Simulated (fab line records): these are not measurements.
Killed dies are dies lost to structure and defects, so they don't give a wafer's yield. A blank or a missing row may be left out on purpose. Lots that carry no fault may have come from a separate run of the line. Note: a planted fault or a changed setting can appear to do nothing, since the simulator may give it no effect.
Which tool was responsible? / flow nand_harc / Sampling: 13 lots, 39 wafers, 5 of 1302 route steps

## WHAT EACH GAUGE READ, for each wafer
NHARC_P_GATE_CD_MEAS_59 targets a cd of 720 nm.
lot=L559; measured=day 6 01:50; on=cd_sem-03; cd_nm (nm)=719.1 720.9 720.5
lot=L560; measured=day 6 15:22; on=cd_sem-02; cd_nm (nm)=718.6 718.8 719.1
lot=L561; measured=day 6 21:15; on=cd_sem-03; cd_nm (nm)=719.4 717.7 720.8
lot=L562; measured=day 7 03:56; on=cd_sem-03; cd_nm (nm)=720.3 719.7 722.5
lot=L563; measured=day 7 16:41; on=cd_sem-03; cd_nm (nm)=716.9 715.8 716.8
lot=L564; measured=day 8 01:35; on=cd_sem-01; cd_nm (nm)=716.0 717.2 720.1
lot=L568; measured=day 9 20:03; on=cd_sem-01; cd_nm (nm)=- - -
lot=L570; measured=day 10 19:08; on=cd_sem-03; cd_nm (nm)=719.0 717.6 718.2
lot=L576; measured=day 13 01:55; on=cd_sem-01; cd_nm (nm)=719.2 718.7 719.3
lot=L578; measured=day 14 03:37; on=cd_sem-03; cd_nm (nm)=719.0 719.8 719.8
lot=L580; measured=day 14 17:41; on=cd_sem-01; cd_nm (nm)=722.2 721.2 721.3
lot=L579; measured=day 14 18:20; on=cd_sem-01; cd_nm (nm)=717.0 718.2 716.6
lot=L581; measured=day 15 03:35; on=cd_sem-02; cd_nm (nm)=719.9 717.8 721.4

## EACH LOT AND THE TOOL THAT RAN IT (in order: tool; ch and the chambers of the sampled wafers; start)
lot=L559; NHARC_P_GATE_HM_DEP_102=acl_dep-02 ch 0, day 5 11:04; NHARC_P_GATE_ETCHBACK_37=rie_diel-10 ch 0,2,3, day 6 00:44 or earlier; NHARC_P_GATE_STRIP_111=plasma_asher-02 ch 0,1, day 6 00:44; NHARC_P_GATE_EXPOSE_56=krf_scanner-03 ch 0, day 6 01:41
lot=L560; NHARC_P_GATE_HM_DEP_102=acl_dep-01 ch 0, day 5 14:04; NHARC_P_GATE_ETCHBACK_37=rie_diel-10 ch 0,2,3, day 6 14:22 or earlier; NHARC_P_GATE_STRIP_111=plasma_asher-01 ch 0,1, day 6 14:22; NHARC_P_GATE_EXPOSE_56=krf_scanner-03 ch 0, day 6 15:13
lot=L561; NHARC_P_GATE_HM_DEP_102=acl_dep-02 ch 0, day 6 06:19; NHARC_P_GATE_ETCHBACK_37=rie_diel-10 ch 0,2,3, day 6 20:01 or earlier; NHARC_P_GATE_STRIP_111=plasma_asher-01 ch 0,1, day 6 20:01; NHARC_P_GATE_EXPOSE_56=krf_scanner-02 ch 0, day 6 21:05
lot=L562; NHARC_P_GATE_HM_DEP_102=acl_dep-02 ch 0, day 6 13:05; NHARC_P_GATE_ETCHBACK_37=rie_diel-13 ch 1,3, day 7 02:53 or earlier; NHARC_P_GATE_STRIP_111=plasma_asher-02 ch 0,1, day 7 02:53; NHARC_P_GATE_EXPOSE_56=krf_scanner-02 ch 0, day 7 03:47
lot=L563; NHARC_P_GATE_HM_DEP_102=acl_dep-01 ch 0, day 7 01:59; NHARC_P_GATE_ETCHBACK_37=rie_diel-13 ch 0,1,2, day 7 15:37 or earlier; NHARC_P_GATE_STRIP_111=plasma_asher-02 ch 0,1, day 7 15:37; NHARC_P_GATE_EXPOSE_56=krf_scanner-03 ch 0, day 7 16:32
lot=L564; NHARC_P_GATE_HM_DEP_102=acl_dep-01 ch 0, day 7 10:31; NHARC_P_GATE_ETCHBACK_37=rie_diel-10 ch 1,2, day 8 00:20 or earlier; NHARC_P_GATE_STRIP_111=plasma_asher-01 ch 0,1, day 8 00:20; NHARC_P_GATE_EXPOSE_56=krf_scanner-04 ch 0, day 8 01:25
lot=L568; NHARC_P_GATE_HM_DEP_102=acl_dep-03 ch 0, day 9 04:14; NHARC_P_GATE_ETCHBACK_37=rie_diel-10 ch 0,2, day 9 18:52 or earlier; NHARC_P_GATE_STRIP_111=plasma_asher-01 ch 0,1, day 9 18:52; NHARC_P_GATE_EXPOSE_56=krf_scanner-03 ch 0, day 9 19:54
lot=L570; NHARC_P_GATE_HM_DEP_102=acl_dep-03 ch 0, day 10 04:14; NHARC_P_GATE_ETCHBACK_37=rie_diel-13 ch 0,1, day 10 17:58 or earlier; NHARC_P_GATE_STRIP_111=plasma_asher-02 ch 0,1, day 10 17:58; NHARC_P_GATE_EXPOSE_56=krf_scanner-02 ch 0, day 10 18:59
lot=L576; NHARC_P_GATE_HM_DEP_102=acl_dep-01 ch 0, day 12 11:08; NHARC_P_GATE_ETCHBACK_37=rie_diel-10 ch 0,1, day 13 00:41 or earlier; NHARC_P_GATE_STRIP_111=plasma_asher-02 ch 0,1, day 13 00:41; NHARC_P_GATE_EXPOSE_56=krf_scanner-03 ch 0, day 13 01:46
lot=L578; NHARC_P_GATE_HM_DEP_102=acl_dep-03 ch 0, day 13 12:54; NHARC_P_GATE_ETCHBACK_37=rie_diel-13 ch 0,3, day 14 02:36 or earlier; NHARC_P_GATE_STRIP_111=plasma_asher-01 ch 0,1, day 14 02:36; NHARC_P_GATE_EXPOSE_56=krf_scanner-03 ch 0, day 14 03:28
lot=L580; NHARC_P_GATE_HM_DEP_102=acl_dep-02 ch 0, day 14 02:53; NHARC_P_GATE_ETCHBACK_37=rie_diel-13 ch 0,2,3, day 14 16:33 or earlier; NHARC_P_GATE_STRIP_111=plasma_asher-01 ch 0,1, day 14 16:33; NHARC_P_GATE_EXPOSE_56=krf_scanner-02 ch 0, day 14 17:32
lot=L579; NHARC_P_GATE_HM_DEP_102=acl_dep-02 ch 0, day 14 03:19; NHARC_P_GATE_ETCHBACK_37=rie_diel-10 ch 1,3, day 14 17:06 or earlier; NHARC_P_GATE_STRIP_111=plasma_asher-02 ch 0,1, day 14 17:06; NHARC_P_GATE_EXPOSE_56=krf_scanner-03 ch 0, day 14 18:10
lot=L581; NHARC_P_GATE_HM_DEP_102=acl_dep-02 ch 0, day 14 12:41; NHARC_P_GATE_ETCHBACK_37=rie_diel-10 ch 0,1,3, day 15 02:24 or earlier; NHARC_P_GATE_STRIP_111=plasma_asher-02 ch 0,1, day 15 02:24; NHARC_P_GATE_EXPOSE_56=krf_scanner-02 ch 0, day 15 03:25
- NHARC_P_GATE_HM_DEP_102: deposits aC, target thk 120 nm.
- NHARC_P_GATE_ETCHBACK_37: etches the open film in CHF3/O2, target depth 34.5 nm, time 17.2 s.
- NHARC_P_GATE_STRIP_111: strips in N2/H2, time 250 s.
- NHARC_P_GATE_EXPOSE_56: exposes mask P PSD, target cd 720 nm.

## AS READ BY THE TOOLS THEMSELVES (means over the sampled wafers that have a number; for cases with no such wafer, the mark the record gives instead)
NHARC_P_GATE_HM_DEP_102.
lot=L559; tool=acl_dep-02; throttle_valve_pct (%)=34.997
lot=L560; tool=acl_dep-01; throttle_valve_pct (%)=35.003
lot=L561; tool=acl_dep-02; throttle_valve_pct (%)=34.994
lot=L562; tool=acl_dep-02; throttle_valve_pct (%)=35.008
lot=L563; tool=acl_dep-01; throttle_valve_pct (%)=35.005
lot=L564; tool=acl_dep-01; throttle_valve_pct (%)=34.995
lot=L568; tool=acl_dep-03; throttle_valve_pct (%)=35.003
lot=L570; tool=acl_dep-03; throttle_valve_pct (%)=35.001
lot=L576; tool=acl_dep-01; throttle_valve_pct (%)=35.013
lot=L578; tool=acl_dep-03; throttle_valve_pct (%)=35.000
lot=L580; tool=acl_dep-02; throttle_valve_pct (%)=35.005
lot=L579; tool=acl_dep-02; throttle_valve_pct (%)=34.994
lot=L581; tool=acl_dep-02; throttle_valve_pct (%)=34.995

NHARC_P_GATE_ETCHBACK_37.
lot=L559; tool=rie_diel-10; chf3_flow_sccm (sccm)=49.85; drypump_motor_current_A (A)=5.7; oes_product_au (a.u.)=0.99; rf_vpp_V (V)=371.6; showerhead_plenum_p_Torr (Torr)=2.42; throttle_valve_pct (%)=20.570
lot=L560; tool=rie_diel-10; chf3_flow_sccm (sccm)=50.13; drypump_motor_current_A (A)=5.6; oes_product_au (a.u.)=0.95; rf_vpp_V (V)=371.3; showerhead_plenum_p_Torr (Torr)=2.42; throttle_valve_pct (%)=20.571
lot=L561; tool=rie_diel-10; chf3_flow_sccm (sccm)=50.02; drypump_motor_current_A (A)=5.6; oes_product_au (a.u.)=0.92; rf_vpp_V (V)=371.1; showerhead_plenum_p_Torr (Torr)=2.42; throttle_valve_pct (%)=20.581
lot=L562; tool=rie_diel-13; chf3_flow_sccm (sccm)=50.04; drypump_motor_current_A (A)=5.6; oes_product_au (a.u.)=0.92; rf_vpp_V (V)=371.4; showerhead_plenum_p_Torr (Torr)=2.46; throttle_valve_pct (%)=20.574
lot=L563; tool=rie_diel-13; chf3_flow_sccm (sccm)=49.95; drypump_motor_current_A (A)=6.0; oes_product_au (a.u.)=0.94; rf_vpp_V (V)=373.0; showerhead_plenum_p_Torr (Torr)=2.48; throttle_valve_pct (%)=20.565
lot=L564; tool=rie_diel-10; chf3_flow_sccm (sccm)=50.12; drypump_motor_current_A (A)=6.4; oes_product_au (a.u.)=0.94; rf_vpp_V (V)=370.2; showerhead_plenum_p_Torr (Torr)=2.35; throttle_valve_pct (%)=20.575
lot=L568; tool=rie_diel-10; chf3_flow_sccm (sccm)=49.94; drypump_motor_current_A (A)=6.1; oes_product_au (a.u.)=0.93; rf_vpp_V (V)=369.5; showerhead_plenum_p_Torr (Torr)=2.33; throttle_valve_pct (%)=20.575
lot=L570; tool=rie_diel-13; chf3_flow_sccm (sccm)=50.17; drypump_motor_current_A (A)=5.9; oes_product_au (a.u.)=0.92; rf_vpp_V (V)=371.2; showerhead_plenum_p_Torr (Torr)=2.44; throttle_valve_pct (%)=20.572
lot=L576; tool=rie_diel-10; chf3_flow_sccm (sccm)=49.99; drypump_motor_current_A (A)=6.0; oes_product_au (a.u.)=1.00; rf_vpp_V (V)=371.2; showerhead_plenum_p_Torr (Torr)=2.43; throttle_valve_pct (%)=20.579
lot=L578; tool=rie_diel-13; chf3_flow_sccm (sccm)=50.07; drypump_motor_current_A (A)=5.6; oes_product_au (a.u.)=0.94; rf_vpp_V (V)=370.2; showerhead_plenum_p_Torr (Torr)=2.37; throttle_valve_pct (%)=20.567
lot=L580; tool=rie_diel-13; chf3_flow_sccm (sccm)=50.10; drypump_motor_current_A (A)=5.8; oes_product_au (a.u.)=0.93; rf_vpp_V (V)=371.0; showerhead_plenum_p_Torr (Torr)=2.41; throttle_valve_pct (%)=20.582
lot=L579; tool=rie_diel-10; chf3_flow_sccm (sccm)=50.14; drypump_motor_current_A (A)=5.5; oes_product_au (a.u.)=0.92; rf_vpp_V (V)=372.8; showerhead_plenum_p_Torr (Torr)=2.53; throttle_valve_pct (%)=20.567
lot=L581; tool=rie_diel-10; chf3_flow_sccm (sccm)=49.90; drypump_motor_current_A (A)=5.6; oes_product_au (a.u.)=0.94; rf_vpp_V (V)=372.7; showerhead_plenum_p_Torr (Torr)=2.47; throttle_valve_pct (%)=20.577

NHARC_P_GATE_STRIP_111.
lot=L559; tool=plasma_asher-02; drypump_motor_current_A (A)=5.8; heater_power_w (W)=93
lot=L560; tool=plasma_asher-01; drypump_motor_current_A (A)=5.5; heater_power_w (W)=75
lot=L561; tool=plasma_asher-01; drypump_motor_current_A (A)=5.3; heater_power_w (W)=76
lot=L562; tool=plasma_asher-02; drypump_motor_current_A (A)=5.5; heater_power_w (W)=101
lot=L563; tool=plasma_asher-02; drypump_motor_current_A (A)=5.5; heater_power_w (W)=100
lot=L564; tool=plasma_asher-01; drypump_motor_current_A (A)=5.3; heater_power_w (W)=75
lot=L568; tool=plasma_asher-01; drypump_motor_current_A (A)=5.3; heater_power_w (W)=79
lot=L570; tool=plasma_asher-02; drypump_motor_current_A (A)=5.8; heater_power_w (W)=94
lot=L576; tool=plasma_asher-02; drypump_motor_current_A (A)=5.5; heater_power_w (W)=105
lot=L578; tool=plasma_asher-01; drypump_motor_current_A (A)=5.4; heater_power_w (W)=77
lot=L580; tool=plasma_asher-01; drypump_motor_current_A (A)=5.3; heater_power_w (W)=78
lot=L579; tool=plasma_asher-02; drypump_motor_current_A (A)=5.7; heater_power_w (W)=97
lot=L581; tool=plasma_asher-02; drypump_motor_current_A (A)=5.8; heater_power_w (W)=95

NHARC_P_GATE_EXPOSE_56.
lot=L559; tool=krf_scanner-03; stage_vel_mm_s (mm/s)=500.22
lot=L560; tool=krf_scanner-03; stage_vel_mm_s (mm/s)=500.31
lot=L561; tool=krf_scanner-02; stage_vel_mm_s (mm/s)=499.90
lot=L562; tool=krf_scanner-02; stage_vel_mm_s (mm/s)=499.93
lot=L563; tool=krf_scanner-03; stage_vel_mm_s (mm/s)=499.86
lot=L564; tool=krf_scanner-04; stage_vel_mm_s (mm/s)=500.21
lot=L568; tool=krf_scanner-03; stage_vel_mm_s (mm/s)=500.00
lot=L570; tool=krf_scanner-02; stage_vel_mm_s (mm/s)=500.30
lot=L576; tool=krf_scanner-03; stage_vel_mm_s (mm/s)=500.13
lot=L578; tool=krf_scanner-03; stage_vel_mm_s (mm/s)=500.23
lot=L580; tool=krf_scanner-02; stage_vel_mm_s (mm/s)=499.87
lot=L579; tool=krf_scanner-03; stage_vel_mm_s (mm/s)=500.32
lot=L581; tool=krf_scanner-02; stage_vel_mm_s (mm/s)=500.13

## THE ANSWER, worked out from the rows above alone
Rule: usual is defined by the lots themselves. The widest of any qualifying gaps counts: lots, ordered by their means at a reading, are off when they make up no more than a third of the lots, leave a main group of 4 or more, and stand apart from it by 3 or more times the standard deviation of that group's means. If all means in a main group match to the digits the tables above print for the reading, that group is not used. Also off: a lot with no number at a reading for which 4 or more lots have one. Any other lot the step has rows for is counted as sound. First the gauges in route order, then the tools' own readings, where a lot's mean is used as printed above. At the first step where some lot is off, the reading lying furthest off is the one used; lots without a number count as furthest.
Off at NHARC_P_GATE_CD_MEAS_59 (cd_nm): L568. Without a number there: L568. Main group: mean 719.1 nm, sd 1.4.
If a tool, at a process step before that reading, ran all the lots that are off and no sound lot after the first of them, it fits. Those tools and the gauges at NHARC_P_GATE_CD_MEAS_59 are tried in the same way. NHARC_P_GATE_ETCHBACK_37 gives no start for some lots, so the hours and the order of its lots are those of NHARC_P_GATE_STRIP_111. No candidate that was tried fits.

## WHAT THE SIMULATOR PUT IN
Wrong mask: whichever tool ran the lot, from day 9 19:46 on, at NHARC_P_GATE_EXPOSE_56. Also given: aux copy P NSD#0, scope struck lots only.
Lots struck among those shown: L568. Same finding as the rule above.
